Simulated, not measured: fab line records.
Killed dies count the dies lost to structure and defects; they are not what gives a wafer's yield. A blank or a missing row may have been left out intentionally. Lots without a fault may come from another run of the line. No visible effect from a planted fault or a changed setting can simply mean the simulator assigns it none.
The tool behind it: which one? | flow n5 finfet | 29 wafers from 10 lots sampled at 7 of the route's 1938 steps

WHAT THE GAUGES SHOWED, per wafer
N5_BEOL_M0_INSPECT_127: inspects for defects (darkfield). Usual: raw defect count reads 77 (standard deviation 24).
lot  | measured     | on                | raw defect count | flag
L420 | day 6 00:23  | defect inspect-02 | 137 93 94        |
L421 | day 6 08:01  | defect inspect-02 | 36 31 54         |
L422 | day 6 22:19  | defect inspect-02 | 77 114 72        |
L432 | day 9 11:19  | defect inspect-01 | 1061 44 61       | OFF
L435 | day 9 20:44  | defect inspect-02 | 79 65 1079       | OFF
L437 | day 10 02:57 | defect inspect-02 | 82 53 45         |
L438 | day 10 17:17 | defect inspect-01 | 55 89 69         |
L440 | day 11 10:49 | defect inspect-02 | 72 82 96         |
L442 | day 11 17:16 | defect inspect-01 | 71 108           |
L443 | day 12 00:54 | defect inspect-01 | 57 103 75        |

N5_BEOL_M1_INSPECT_13: inspects for defects (brightfield). Usual: raw defect count reads 438 (standard deviation 93).
lot  | measured     | on                | raw defect count | flag
L420 | day 6 02:23  | defect inspect-02 | 524 497 372      |
L421 | day 6 09:37  | defect inspect-02 | 434 358 324      |
L422 | day 6 23:00  | defect inspect-02 | 484 611 469      |
L432 | day 9 14:03  | defect inspect-01 | 1535 575 372     | OFF
L435 | day 9 21:53  | defect inspect-01 | 363 385 1424     | OFF
L437 | day 10 05:13 | defect inspect-01 | 297 415 354      |
L438 | day 10 18:05 | defect inspect-02 | 312 501 405      |
L440 | day 11 12:18 | defect inspect-02 | 560 438 476      |
L442 | day 11 18:55 | defect inspect-01 | 315 410          |
L443 | day 12 03:24 | defect inspect-02 | 511 431 385      |

N5_BEOL_M4_RC_MEAS_101. Usual: DIBL_N 35.7 mV/V, standard deviation 1.5; DIBL_P 35.7 mV/V, standard deviation 2; IOFF_N 0.155 nA/um, standard deviation 0.026; IOFF_P 0.20 nA/um, standard deviation 0.031; ION_N 675 uA/um, standard deviation 11; ION_P 462 uA/um, standard deviation 7.1; SS_N 71.3 mV/dec, standard deviation 0.57; SS_P 73.1 mV/dec, standard deviation 0.56; VT_N 250 mV, standard deviation 3; VT_P -251 mV, standard deviation 3.
lot  | measured     | on        | DIBL_N (mV/V)  | DIBL_P (mV/V)  | IOFF_N (nA/um)    | IOFF_P (nA/um) | ION_N (uA/um) | ION_P (uA/um) | SS_N (mV/dec)  | SS_P (mV/dec)  | VT_N (mV)   | VT_P (mV)      | flag
L420 | day 8 07:52  | prober-02 | 36.7 37.2 35.3 | 36.3 36.8 34.4 | 0.153 0.171 0.142 | 0.21 0.23 0.18 | 667 673 666   | 459 459 461   | 71.6 71.7 71.2 | 72.7 73.6 72.6 | 251 250 252 | -252 -249 -251 |
L421 | day 8 17:17  | prober-01 | 37.9 37.5 35.9 | 38.4 37.2 36.3 | 0.208 0.182 0.166 | 0.24 0.23 0.22 | 696 671 688   | 472 461 474   | 72.1 71.8 70.9 | 73.4 73.3 73.4 | 245 247 247 | -247 -248 -249 |
L422 | day 9 02:08  | prober-02 | 34.0 36.0 33.7 | 33.8 37.2 33.5 | 0.141 0.186 0.142 | 0.19 0.26 0.19 | 683 685 678   | 462 468 465   | 71.2 71.9 70.4 | 72.1 73.3 72.3 | 250 245 249 | -250 -246 -250 |
L432 | day 11 12:53 | prober-01 | 35.4 34.8 34.9 | 35.9 35.0 34.9 | 0.176 0.153 0.155 | 0.23 0.21 0.21 | 693 682 678   | 478 471 470   | 71.7 70.9 70.7 | 73.7 73.1 73.3 | 246 249 248 | -247 -248 -250 |
L435 | day 11 20:23 | prober-02 | 37.2 37.9 36.4 | 36.8 38.4 36.6 | 0.162 0.173 0.152 | 0.21 0.23 0.21 | 670 679 672   | 459 462 456   | 71.5 71.5 72.0 | 73.0 73.5 72.5 | 253 250 251 | -248 -249 -250 |
L437 | day 12 03:52 | prober-01 | 35.5 37.5 35.3 | 35.8 39.5 35.7 | 0.158 0.209 0.144 | 0.20 0.26 0.20 | 681 700 661   | 464 476 460   | 70.7 71.8 71.2 | 73.1 73.2 72.8 | 246 242 249 | -251 -247 -250 |
L438 | day 13 05:15 | prober-02 | 33.4 34.1 34.6 | 34.3 34.8 35.3 | 0.121 0.133 0.136 | 0.14 0.15 0.15 | 668 677 677   | 450 455 456   | 71.4 71.6 71.7 | 72.9 72.9 72.8 | 253 250 250 | -256 -257 -258 |
L440 | day 13 17:22 | prober-01 | 34.4 33.9 36.7 | 34.9 34.4 37.3 | 0.137 0.128 0.166 | 0.18 0.18 0.21 | 666 659 675   | 456 456 459   | 71.0 71.1 71.2 | 72.7 72.4 73.2 | 251 252 250 | -253 -255 -253 |
L442 | day 14 00:10 | prober-01 | 36.4 37.0      | 38.0 39.4      | 0.163 0.172       | 0.20 0.22      | 666 676       | 459 464       | 71.1 71.1      | 73.1 73.1      | 246 249     | -252 -251      |
L443 | day 14 08:04 | prober-02 | 36.7 37.4 35.5 | 38.3 38.4 37.9 | 0.173 0.189 0.159 | 0.21 0.22 0.21 | 680 674 683   | 466 461 462   | 72.6 71.5 72.3 | 73.2 73.3 72.8 | 247 246 249 | -251 -251 -250 |

TOOL THAT RAN EACH LOT (tool first, then ch and the chambers of the sampled wafers, then the start)
lot  | N5_BEOL_M0_ALD_136                  | N5_BEOL_M0_SPUTTER_134       | N5_BEOL_M0_PRE_CLEAN_124        | N5_BEOL_M1_ILD_DEP_00
L420 | ald metal-03 ch 0,1, day 5 19:12    | pvd sputter-03, day 5 20:04  | pecvd-02 ch 0,1,2, day 6 00:16  | pecvd-04 ch 0,1, day 6 00:25
L421 | ald metal-03 ch 0,1,2, day 6 02:54  | pvd sputter-03, day 6 03:32  | pecvd-03 ch 0,1,2, day 6 07:53  | pecvd-04 ch 1,2, day 6 08:03
L422 | ald metal-03 ch 1,3, day 6 17:00    | pvd sputter-01, day 6 17:38  | pecvd-03 ch 0,2, day 6 22:13    | pecvd-01 ch 0,1, day 6 22:22
L432 | ald metal-04 ch 1,2,3, day 9 08:04  | pvd sputter-03, day 9 10:01  | pecvd-03 ch 0,1,2, day 9 11:12  | pecvd-04 ch 0,1, day 9 11:21
L435 | ald metal-01 ch 0,2,3, day 9 16:40  | pvd sputter-02, day 9 19:31  | pecvd-03 ch 0,1, day 9 20:36    | pecvd-01 ch 0,1,2, day 9 20:47
L437 | ald metal-03 ch 1,2,3, day 10 00:29 | pvd sputter-03, day 10 01:37 | pecvd-01 ch 0,1, day 10 02:50   | pecvd-04 ch 1,2, day 10 03:00
L438 | ald metal-03 ch 0,1,2, day 10 15:06 | pvd sputter-01, day 10 16:05 | pecvd-02 ch 0,2, day 10 17:10   | pecvd-02 ch 0,1,2, day 10 17:20
L440 | ald metal-01 ch 2,3, day 11 08:55   | pvd sputter-02, day 11 09:34 | pecvd-01 ch 0,2, day 11 10:41   | pecvd-02 ch 0,1,2, day 11 10:50
L442 | ald metal-01 ch 2,3, day 11 14:55   | pvd sputter-03, day 11 15:49 | pecvd-02 ch 1,2, day 11 17:09   | pecvd-04 ch 1,2, day 11 17:19
L443 | ald metal-03 ch 0,1,2, day 11 22:34 | pvd sputter-03, day 11 23:27 | pecvd-02 ch 0,1,2, day 12 00:47 | pecvd-02 ch 0,1,2, day 12 00:56
- N5_BEOL_M0_ALD_136: deposits TaN, pulse time 2 s, purge time 3 s, co reactant purge time 2 s.
- N5_BEOL_M0_SPUTTER_134: material Cu, target thk 4 nm, time 7.37 s.
- N5_BEOL_M0_PRE_CLEAN_124: time 15 s.
- N5_BEOL_M1_ILD_DEP_00: deposits SiOC from DEMS/O2, target thk 79 nm, time 15.3 s.

AS READ BY THE TOOLS THEMSELVES (means over the sampled wafers that have a number; for cases with no such wafer, the mark the record gives instead)
N5_BEOL_M0_ALD_136. Usual: heater power w reads 394 W (standard deviation 25).
lot  | tool         | heater power w (W) | flag
L420 | ald metal-03 | 393                |
L421 | ald metal-03 | 393                |
L422 | ald metal-03 | 408                |
L432 | ald metal-04 | 434                |
L435 | ald metal-01 | 385                |
L437 | ald metal-03 | 408                |
L438 | ald metal-03 | 393                |
L440 | ald metal-01 | 372                |
L442 | ald metal-01 | 373                |
L443 | ald metal-03 | 393                |

N5_BEOL_M0_SPUTTER_134. Usual: throttle valve pct reads 30.4 % (standard deviation 1.3).
lot  | tool           | throttle valve pct (%) | flag
L420 | pvd sputter-03 | 31.9                   |
L421 | pvd sputter-03 | 30.9                   |
L422 | pvd sputter-01 | 30.8                   |
L432 | pvd sputter-03 | 29.7                   |
L435 | pvd sputter-02 | 30.6                   |
L437 | pvd sputter-03 | 29.8                   |
L438 | pvd sputter-01 | 31.6                   |
L440 | pvd sputter-02 | 30.3                   |
L442 | pvd sputter-03 | 28.8                   |
L443 | pvd sputter-03 | 30.8                   |

N5_BEOL_M1_ILD_DEP_00. Usual: heater power w 480 W, standard deviation 47; showerhead plenum p Torr 5.693 Torr, standard deviation 0.012; throttle valve pct 12.0 %, standard deviation 0.87.
lot  | tool     | heater power w (W) | showerhead plenum p Torr (Torr) | throttle valve pct (%) | flag
L420 | pecvd-04 | 531                | 5.687                           | 12.3                   |
L421 | pecvd-04 | 483                | 5.694                           | 11.4                   |
L422 | pecvd-01 | 485                | 5.676                           | 13.2                   |
L432 | pecvd-04 | 549                | 5.692                           | 12.3                   |
L435 | pecvd-01 | 465                | 5.694                           | 12.6                   |
L437 | pecvd-04 | 498                | 5.690                           | 11.4                   |
L438 | pecvd-02 | 478                | 5.699                           | 11.6                   |
L440 | pecvd-02 | 444                | 5.693                           | 11.6                   |
L442 | pecvd-04 | 474                | 5.684                           | 11.3                   |
L443 | pecvd-02 | 466                | 5.692                           | 11.8                   |

THE ANSWER, worked out from the rows above alone
Rule: lot off if the mean of its wafers having a number is beyond 3 standard deviations from the usual mean. A lot without any number at a reading at which 4 lots or more have one is off too. Where the step has rows for the other lots, those lots are counted as sound. First the gauges in route order, then the tools' own readings, where a lot's mean is used as printed above. The first step at which some lot is off is used, and at that step the reading that is off furthest; a lot without a number counts as furthest.
Off: L432, L435 (N5_BEOL_M0_INSPECT_127, raw defect count).
A tool fits if, at a process step before that reading, it ran every lot that is off, and no sound lot after the first of them. Gauges at N5_BEOL_M0_INSPECT_127: tried the same way as those tools. One fits: pecvd-03 at N5_BEOL_M0_PRE_CLEAN_124. Its last sound lot is L422 (day 6 22:13), its first lot that is off L432 (day 9 11:12): a fault that began between those two fits.

WHAT HAD BEEN PUT IN BY THE SIMULATOR
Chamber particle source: pecvd-03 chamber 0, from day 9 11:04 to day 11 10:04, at N5_BEOL_M0_PRE_CLEAN_124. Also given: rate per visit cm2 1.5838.
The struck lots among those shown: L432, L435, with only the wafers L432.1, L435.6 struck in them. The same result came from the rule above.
